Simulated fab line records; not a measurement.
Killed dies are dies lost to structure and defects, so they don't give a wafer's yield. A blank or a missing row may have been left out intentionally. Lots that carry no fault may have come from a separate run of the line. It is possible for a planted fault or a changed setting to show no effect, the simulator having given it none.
Which of the tools did it? + flow n5-finfet + 10 lots, 30 wafers sampled, at 6 steps of a route of 1938

WHAT EACH GAUGE READ, for each wafer
The record lacks any reading of a measuring or inspecting step that a usual standard deviation could be used to judge.

WHICH TOOL RAN EACH LOT (tool, then ch and the chambers of the sampled wafers, then the start)
| lot  | N5_FIN_SAQP_MANDREL_ETCH_58     | N5_FIN_SAQP_RECESS_63             | N5_FIN_SAQP_HM_OPEN_33            | N5_FIN_SAQP_HM_CD_35   | N5_FIN_SAQP_ETCH_64             | N5_PASSIVATION_PROBE_49 |
|------|---------------------------------|-----------------------------------|-----------------------------------|------------------------|---------------------------------|-------------------------|
| L358 | rie-si-06 ch 2,3, day 2 18:34   | vapor-etch-01 ch 0, day 2 18:38   | rie-diel-03 ch 0,1,2, day 2 20:05 | cd-sem-02, day 2 20:19 | rie-si-01 ch 0,1, day 2 20:22   | prober-01, day 12 20:53 |
| L359 | rie-si-05 ch 2,3, day 3 00:03   | vapor-etch-01 ch 0,1, day 3 00:55 | rie-diel-03 ch 0,1,2, day 3 02:40 | cd-sem-03, day 3 02:53 | rie-si-01 ch 1,3, day 3 02:56   | prober-02, day 13 10:35 |
| L360 | rie-si-06 ch 2,3, day 3 06:49   | vapor-etch-02 ch 0,1, day 3 06:53 | rie-diel-04 ch 2,3, day 3 08:19   | cd-sem-03, day 3 08:31 | rie-si-05 ch 0,1,3, day 3 08:34 | prober-01, day 13 22:59 |
| L361 | rie-si-06 ch 0,3, day 3 11:38   | vapor-etch-01 ch 0,1, day 3 11:50 | rie-diel-04 ch 1,2,3, day 3 13:08 | cd-sem-01, day 3 13:22 | rie-si-01 ch 0,1,3, day 3 13:25 | prober-01, day 13 21:11 |
| L371 | rie-si-01 ch 0,1,3, day 6 01:50 | vapor-etch-02 ch 0,1, day 6 02:02 | rie-diel-05 ch 0,2,3, day 6 03:34 | cd-sem-03, day 6 03:48 | rie-si-01 ch 1,2,3, day 6 03:50 | prober-01, day 16 14:52 |
| L372 | rie-si-01 ch 1,3, day 6 06:05   | vapor-etch-01 ch 1, day 6 06:10   | rie-diel-04 ch 0,1, day 6 07:30   | cd-sem-01, day 6 07:43 | rie-si-01 ch 0,2,3, day 6 07:46 | prober-01, day 16 21:34 |
| L373 | rie-si-01 ch 0,1,3, day 6 11:56 | vapor-etch-02 ch 0,1, day 6 12:01 | rie-diel-03 ch 1,2, day 6 13:49   | cd-sem-02, day 6 14:02 | rie-si-06 ch 0,1,3, day 6 14:05 | prober-02, day 16 18:54 |
| L375 | rie-si-01 ch 0,1,2, day 7 00:34 | vapor-etch-01 ch 0,1, day 7 00:56 | rie-diel-04 ch 1,2,3, day 7 02:36 | cd-sem-01, day 7 02:49 | rie-si-06 ch 1,2, day 7 02:52   | prober-02, day 18 01:38 |
| L377 | rie-si-01 ch 1,3, day 7 11:34   | vapor-etch-01 ch 0,1, day 7 11:38 | rie-diel-05 ch 2,3, day 7 12:58   | cd-sem-03, day 7 13:11 | rie-si-01 ch 2,3, day 7 13:14   | prober-01, day 18 05:55 |
| L378 | rie-si-05 ch 0,1,2, day 7 21:53 | vapor-etch-01 ch 0,1, day 7 21:58 | rie-diel-03 ch 0,1,2, day 7 23:26 | cd-sem-01, day 7 23:40 | rie-si-01 ch 0,1,3, day 7 23:43 | prober-02, day 18 02:57 |
- N5_FIN_SAQP_MANDREL_ETCH_58: etches a-Si in HBr/Cl2, stops on SiNx, target depth 45 nm, bt time 10 s, time 27 s.
- N5_FIN_SAQP_RECESS_63: chemistry HF/NH3, target SiO2, target depth 18 nm, afs cycles 3, sublimation time 60 s.
- N5_FIN_SAQP_HM_OPEN_33: chemistry CH3F/O2, target SiNx, target depth 49.4 nm, time 70.6 s.
- N5_FIN_SAQP_HM_CD_35: target cd 8 nm.
- N5_FIN_SAQP_ETCH_64: etches SiO2 in CF4, target depth 1.5 nm.
- N5_PASSIVATION_PROBE_49

AS READ BY THE TOOLS THEMSELVES (means over the sampled wafers that have a number; for cases with no such wafer, the mark the record gives instead)
N5_FIN_SAQP_MANDREL_ETCH_58. Usual: bias-w 74.98 W, standard deviation 0.23; drypump-motor-current-A 5.8 A, standard deviation 0.52; oes-product-au 0.699 a.u., standard deviation 0.012; throttle-valve-pct 35.5 %, standard deviation 0.31.
| lot  | tool      | bias-w (W) | drypump-motor-current-A (A) | oes-product-au (a.u.) | throttle-valve-pct (%) | flag |
|------|-----------|------------|-----------------------------|-----------------------|------------------------|------|
| L358 | rie-si-06 | 74.94      | 5.9                         | 0.689                 | 35.8                   |      |
| L359 | rie-si-05 | 75.07      | 6.0                         | 0.692                 | 35.5                   |      |
| L360 | rie-si-06 | 74.95      | 5.9                         | 0.691                 | 35.8                   |      |
| L361 | rie-si-06 | 75.20      | 5.5                         | 0.701                 | 35.7                   |      |
| L371 | rie-si-01 | 75.10      | 5.9                         | 0.695                 | 35.4                   |      |
| L372 | rie-si-01 | 75.00      | 5.8                         | 0.687                 | 35.1                   |      |
| L373 | rie-si-01 | 74.80      | 5.9                         | 0.692                 | 35.4                   |      |
| L375 | rie-si-01 | 74.80      | 6.1                         | 0.698                 | 35.3                   |      |
| L377 | rie-si-01 | 74.90      | 5.8                         | 0.692                 | 35.4                   |      |
| L378 | rie-si-05 | 75.00      | 5.9                         | 0.692                 | 35.5                   |      |

N5_FIN_SAQP_RECESS_63. Usual: drypump-motor-current-A 5.6 A, standard deviation 0.37; foreline-p-Torr 0.1279 Torr, standard deviation 0.00047.
| lot  | tool          | drypump-motor-current-A (A) | foreline-p-Torr (Torr) | flag |
|------|---------------|-----------------------------|------------------------|------|
| L358 | vapor-etch-01 | 6.0                         | 0.1277                 |      |
| L359 | vapor-etch-01 | 5.9                         | 0.1278                 |      |
| L360 | vapor-etch-02 | 5.2                         | 0.1281                 |      |
| L361 | vapor-etch-01 | 5.9                         | 0.1274                 |      |
| L371 | vapor-etch-02 | 5.2                         | 0.1282                 |      |
| L372 | vapor-etch-01 | 5.9                         | 0.1276                 |      |
| L373 | vapor-etch-02 | 5.2                         | 0.1278                 |      |
| L375 | vapor-etch-01 | 5.9                         | 0.1285                 |      |
| L377 | vapor-etch-01 | 5.9                         | 0.1283                 |      |
| L378 | vapor-etch-01 | 6.0                         | 0.1286                 |      |

N5_FIN_SAQP_HM_OPEN_33. Usual: bias-w 72.97 W, standard deviation 0.2; drypump-motor-current-A 6.0 A, standard deviation 0.44; etch-rf-on-time-s 69.6 s, standard deviation 1.5; oes_ar_750_au 0.77 a.u., standard deviation 0.074; oes-product-au 0.66 a.u., standard deviation 0.068; rf-vpp-V 296 V, standard deviation 5.2; showerhead-plenum-p-Torr 1.99 Torr, standard deviation 0.058; throttle-valve-pct 16.28 %, standard deviation 0.24.
| lot  | tool        | bias-w (W) | drypump-motor-current-A (A) | etch-rf-on-time-s (s) | oes_ar_750_au (a.u.) | oes-product-au (a.u.) | rf-vpp-V (V) | showerhead-plenum-p-Torr (Torr) | throttle-valve-pct (%) | flag |
|------|-------------|------------|-----------------------------|-----------------------|----------------------|-----------------------|--------------|---------------------------------|------------------------|------|
| L358 | rie-diel-03 | 72.89      | 6.0                         | 68.8                  | 0.82                 | 0.70                  | 297          | 2.02                            | 16.35                  |      |
| L359 | rie-diel-03 | 73.09      | 6.0                         | 68.7                  | 0.82                 | 0.70                  | 297          | 2.02                            | 16.37                  |      |
| L360 | rie-diel-04 | 73.15      | 6.2                         | 70.6                  | 0.78                 | 0.66                  | 297          | 1.97                            | 16.35                  |      |
| L361 | rie-diel-04 | 72.91      | 6.2                         | 67.6                  | 0.77                 | 0.65                  | 297          | 2.00                            | 16.21                  |      |
| L371 | rie-diel-05 | 72.88      | 6.0                         | 71.3                  | 0.71                 | 0.59                  | 289          | 1.94                            | 16.28                  |      |
| L372 | rie-diel-04 | 72.96      | 6.3                         | 70.3                  | 0.71                 | 0.61                  | 298          | 2.06                            | 16.15                  |      |
| L373 | rie-diel-03 | 73.21      | 6.4                         | 68.5                  | 0.83                 | 0.71                  | 295          | 2.00                            | 16.29                  |      |
| L375 | rie-diel-04 | 72.95      | 6.2                         | 68.5                  | 0.74                 | 0.64                  | 298          | 1.99                            | 16.27                  |      |
| L377 | rie-diel-05 | 72.93      | 6.0                         | 71.3                  | 0.71                 | 0.59                  | 292          | 1.94                            | 16.38                  |      |
| L378 | rie-diel-03 | 73.14      | 5.9                         | 67.7                  | 0.77                 | 0.67                  | 297          | 2.01                            | 16.44                  |      |

N5_FIN_SAQP_HM_CD_35. Usual: cd-nm at 8.10 nm, with a standard deviation of 0.24.
| lot  | tool      | cd-nm (nm) | flag |
|------|-----------|------------|------|
| L358 | cd-sem-02 | 8.05       |      |
| L359 | cd-sem-03 | 7.96       |      |
| L360 | cd-sem-03 | 8.17       |      |
| L361 | cd-sem-01 | 8.22       |      |
| L371 | cd-sem-03 | 8.09       |      |
| L372 | cd-sem-01 | 8.12       |      |
| L373 | cd-sem-02 | 7.92       |      |
| L375 | cd-sem-01 | 8.01       |      |
| L377 | cd-sem-03 | 8.05       |      |
| L378 | cd-sem-01 | 7.93       |      |

N5_FIN_SAQP_ETCH_64. Usual: bias-w 400.0 W, standard deviation 1.3; cf4-flow-sccm 79.99 sccm, standard deviation 0.22; drypump-motor-current-A 5.9 A, standard deviation 0.5; oes-product-au 0.998 a.u., standard deviation 0.017; throttle-valve-pct 21.8 %, standard deviation 0.3.
| lot  | tool      | bias-w (W) | cf4-flow-sccm (sccm) | drypump-motor-current-A (A) | oes-product-au (a.u.) | throttle-valve-pct (%) | flag |
|------|-----------|------------|----------------------|-----------------------------|-----------------------|------------------------|------|
| L358 | rie-si-01 | 399.8      | 79.95                | 5.9                         | 1.003                 | 21.6                   |      |
| L359 | rie-si-01 | 400.1      | 80.17                | 5.8                         | 1.003                 | 21.5                   |      |
| L360 | rie-si-05 | 400.1      | 80.12                | 5.5                         | 1.006                 | 21.6                   |      |
| L361 | rie-si-01 | 400.3      | 79.65                | 5.9                         | 0.991                 | 21.8                   |      |
| L371 | rie-si-01 | 399.5      | 79.97                | 6.0                         | 1.004                 | 21.7                   |      |
| L372 | rie-si-01 | 400.2      | 79.65                | 6.2                         | 0.994                 | 21.9                   |      |
| L373 | rie-si-06 | 399.9      | 80.00                | 5.8                         | 1.009                 | 21.8                   |      |
| L375 | rie-si-06 | 399.2      | 80.31                | 5.9                         | 1.041                 | 21.6                   |      |
| L377 | rie-si-01 | 400.3      | 79.97                | 6.0                         | 0.998                 | 21.9                   |      |
| L378 | rie-si-01 | 400.0      | 79.92                | 5.9                         | 0.992                 | 21.8                   |      |

N5_PASSIVATION_PROBE_49. Usual: killed_at_M0_to_M3 34, standard deviation 11; killed_at_M4_up 14, standard deviation 5.7; killed-at-contacts 14, standard deviation 6.9; killed-at-front-end 40, standard deviation 11; killed-at-other 4, standard deviation 3.1; killed-dies 105, standard deviation 17; killed-open 70, standard deviation 13; killed-short 34, standard deviation 7.6.
| lot  | tool      | killed_at_M0_to_M3 | killed_at_M4_up | killed-at-contacts | killed-at-front-end | killed-at-other | killed-dies | killed-open | killed-short | flag |
|------|-----------|--------------------|-----------------|--------------------|---------------------|-----------------|-------------|-------------|--------------|------|
| L358 | prober-01 | 47                 | 19              | 5                  | 40                  | 2               | 113         | 73          | 36           |      |
| L359 | prober-02 | 21                 | 8               | 11                 | 35                  | 9               | 84          | 59          | 23           |      |
| L360 | prober-01 | 30                 | 13              | 13                 | 26                  | 6               | 89          | 59          | 30           |      |
| L361 | prober-01 | 34                 | 9               | 9                  | 54                  | 3               | 109         | 73          | 36           |      |
| L371 | prober-01 | 48                 | 19              | 12                 | 34                  | 1               | 115         | 82          | 32           |      |
| L372 | prober-01 | 29                 | 7               | 24                 | 57                  | 3               | 120         | 78          | 40           |      |
| L373 | prober-02 | 35                 | 24              | 19                 | 32                  | 1               | 111         | 79          | 31           |      |
| L375 | prober-02 | 55                 | 10              | 11                 | 33                  | 7               | 116         | 78          | 37           |      |
| L377 | prober-01 | 36                 | 13              | 17                 | 31                  | 1               | 99          | 68          | 31           |      |
| L378 | prober-02 | 33                 | 16              | 16                 | 46                  | 1               | 112         | 75          | 35           |      |

THE ANSWER, worked out from the rows above alone
Rule: lot off if the mean of its wafers having a number is beyond 3 standard deviations from the usual mean. A lot without any number at a reading at which 4 lots or more have one is off too. The other lots that the step has rows for count as sound. Order of review: gauges by route order, followed by the tools' own readings, for which a lot's mean as printed above is used. At the first step where some lot is off, the reading lying furthest off is the one used; lots without a number count as furthest.
Across all readings shown, no lot is off: no conclusion can be drawn from this.

WHAT THE SIMULATOR HAD PUT IN
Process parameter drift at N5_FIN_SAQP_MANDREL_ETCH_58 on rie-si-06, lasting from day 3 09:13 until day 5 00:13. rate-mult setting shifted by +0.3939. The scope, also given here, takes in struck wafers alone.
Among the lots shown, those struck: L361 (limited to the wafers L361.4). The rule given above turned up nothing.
